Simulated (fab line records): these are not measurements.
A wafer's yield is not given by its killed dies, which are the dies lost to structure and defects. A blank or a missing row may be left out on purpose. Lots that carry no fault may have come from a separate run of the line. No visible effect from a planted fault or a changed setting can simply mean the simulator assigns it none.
Matching of chambers + flow n5-finfet + N5_BEOL_M5_CMP_52 on cmp-02 has 4 sister chambers
The step polishes, stops on SiCOH lowk, t overpolish 6.9 s, target thk 62 nm. 8 wafers are shown with their chamber, then 12 later ones without.

EACH WAFER AND ITS CHAMBER
| wafer  | chamber | motor-current-A (A) | time-to-endpoint-s (s) |
|--------|---------|---------------------|------------------------|
| L086.6 | 0       | 5.8                 | 60.8                   |
| L087.3 | 0       | 5.4                 | 61.8                   |
| L089.1 | 2       | 5.0                 | 65.7                   |
| L089.3 | 3       | 7.3                 | 66.6                   |
| L089.4 | 1       | 6.0                 | 64.9                   |
| L090.1 | 1       | 5.9                 | 65.3                   |
| L090.2 | 2       | 5.5                 | 66.8                   |
| L090.3 | 3       | 7.3                 | 63.2                   |

WAFERS WHOSE CHAMBER IS MISSING
| wafer  | motor-current-A (A) | time-to-endpoint-s (s) |
|--------|---------------------|------------------------|
| L091.1 | 5.9                 | 63.0                   |
| L091.2 | 5.5                 | 57.4                   |
| L091.5 | 5.7                 | 60.4                   |
| L093.1 | 7.5                 | 58.3                   |
| L093.2 | 5.8                 | 64.0                   |
| L093.5 | 6.0                 | 60.0                   |
| L095.2 | 7.5                 | 60.7                   |
| L095.4 | 5.6                 | 61.9                   |
| L095.6 | 6.2                 | 57.9                   |
| L097.1 | 5.5                 | 64.2                   |
| L097.2 | 5.8                 | 62.4                   |
| L097.4 | 5.5                 | 62.5                   |

THE CHAMBER EACH PASSED THROUGH
| wafer  | from the rows above          | in truth                   |
|--------|------------------------------|----------------------------|
| L091.1 | can't be placed: 1 or 0      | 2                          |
| L091.2 | 0                            | 0                          |
| L091.5 | 0                            | 0                          |
| L093.1 | 3                            | 3                          |
| L093.2 | can't be placed: 1 or 0 or 2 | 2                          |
| L093.5 | can't be placed: 0 or 1      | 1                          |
| L095.2 | 3                            | 3                          |
| L095.4 | 0                            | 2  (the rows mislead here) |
| L095.6 | can't be placed: 0 or 1      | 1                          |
| L097.1 | can't be placed: 2 or 1 or 0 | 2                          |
| L097.2 | can't be placed: 0 or 1      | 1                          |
| L097.4 | can't be placed: 0 or 1      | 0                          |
Correct placement for 4 of the 12. From these rows, 7 cannot be placed; in 6 the true chamber is one of the candidates. Number placed wrongly: 1.
How it was worked out, from the rows above alone: a wafer's distance from a chamber is the root of the sum, over the readings, of the square of ((its reading less the chamber's mean) divided by the reading's scatter). The wafer belongs to the nearest chamber; if the next one is less than 2 further off, it can't be placed. A chamber's mean is the mean of its shown wafers. The scatter is the square root of a quotient: the sum, over the shown wafers, of each reading's squared deviation from its chamber's mean, divided by wafers minus chambers.
